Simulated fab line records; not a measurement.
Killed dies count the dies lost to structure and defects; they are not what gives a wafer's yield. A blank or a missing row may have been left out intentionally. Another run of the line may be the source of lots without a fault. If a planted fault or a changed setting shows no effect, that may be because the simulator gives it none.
Chamber matching    flow nand_harc    rie_diel-11 running NHARC_A_STAIRCASE_TRIM_229: 4 sister chambers
The step chemistry O2, time 211.2 s. 24 wafers are shown with their chamber, then 12 later ones without.

== WAFERS WITH THEIR CHAMBER ==
wafer   chamber  showerhead_plenum_p_Torr (Torr)  drypump_motor_current_A (A)  oes_product_au (a.u.)
L077.1  3        3.37                             5.9                          0.984
L077.2  2        3.40                             5.3                          1.000
L077.3  0        3.45                             6.4                          0.992
L078.1  1        3.29                             5.6                          1.005
L078.2  0        3.45                             6.3                          0.993
L078.4  2        3.40                             5.3                          1.001
L079.2  3        3.37                             5.9                          0.986
L079.5  0        3.45                             6.4                          0.997
L079.6  3        3.37                             5.9                          0.999
L080.3  1        3.29                             5.7                          1.009
L080.4  2        3.39                             5.3                          1.001
L080.5  1        3.29                             5.6                          1.008
L084.2  3        3.36                             5.8                          1.013
L084.5  3        3.36                             5.9                          1.007
L084.6  0        3.44                             6.3                          1.000
L083.2  2        3.39                             5.3                          1.008
L083.3  0        3.44                             6.2                          0.988
L083.4  3        3.36                             5.9                          1.009
L087.1  3        3.36                             5.9                          1.005
L087.4  1        3.28                             5.6                          1.022
L087.6  0        3.44                             6.4                          0.992
L089.3  1        3.28                             5.6                          1.005
L089.4  1        3.28                             5.6                          1.014
L089.6  3        3.35                             5.9                          0.994

SIGNATURES (means of the wafers above)
reading                   chamber 0  chamber 1  chamber 2  chamber 3  scatter within a chamber
showerhead_plenum_p_Torr  3.4450     3.2850     3.3950     3.3625     0.00612
drypump_motor_current_A   6.333      5.617      5.300      5.888      0.0502
oes_product_au            0.99367    1.01050    1.00250    0.99962    0.0076
Rule: for a wafer and a chamber, the distance is found by dividing, reading by reading, the gap between the wafer's reading and the chamber's mean by the reading's scatter, squaring, summing and taking the root. The wafer belongs to the nearest chamber; if the next one is less than 2 further off, it can't be placed. The scatter is the square root of a quotient: the sum, over the shown wafers, of each reading's squared deviation from its chamber's mean, divided by wafers minus chambers.

== WAFERS WHOSE CHAMBER IS MISSING ==
wafer   showerhead_plenum_p_Torr (Torr)  drypump_motor_current_A (A)  oes_product_au (a.u.)
L091.1  3.28                             5.6                          1.016
L091.2  3.35                             5.9                          1.010
L091.3  3.38                             5.3                          0.995
L096.2  3.26                             5.6                          1.004
L096.4  3.34                             5.9                          1.007
L096.5  3.43                             6.4                          1.002
L095.1  3.43                             6.3                          1.006
L095.3  3.37                             5.3                          1.007
L095.6  3.43                             6.3                          0.999
L097.1  3.43                             6.4                          0.995
L097.3  3.37                             5.3                          1.003
L097.4  3.34                             5.8                          0.986

== WHICH CHAMBER EACH ONE RAN IN ==
wafer   from the rows above  in truth
L091.1  1                    1
L091.2  3                    3
L091.3  2                    2
L096.2  1                    1
L096.4  3                    3
L096.5  0                    0
L095.1  0                    0
L095.3  2                    2
L095.6  0                    0
L097.1  0                    0
L097.3  2                    2
L097.4  3                    3
Correctly placed: 12 of 12. Number that these rows cannot place: 0. Number placed wrongly: 0.
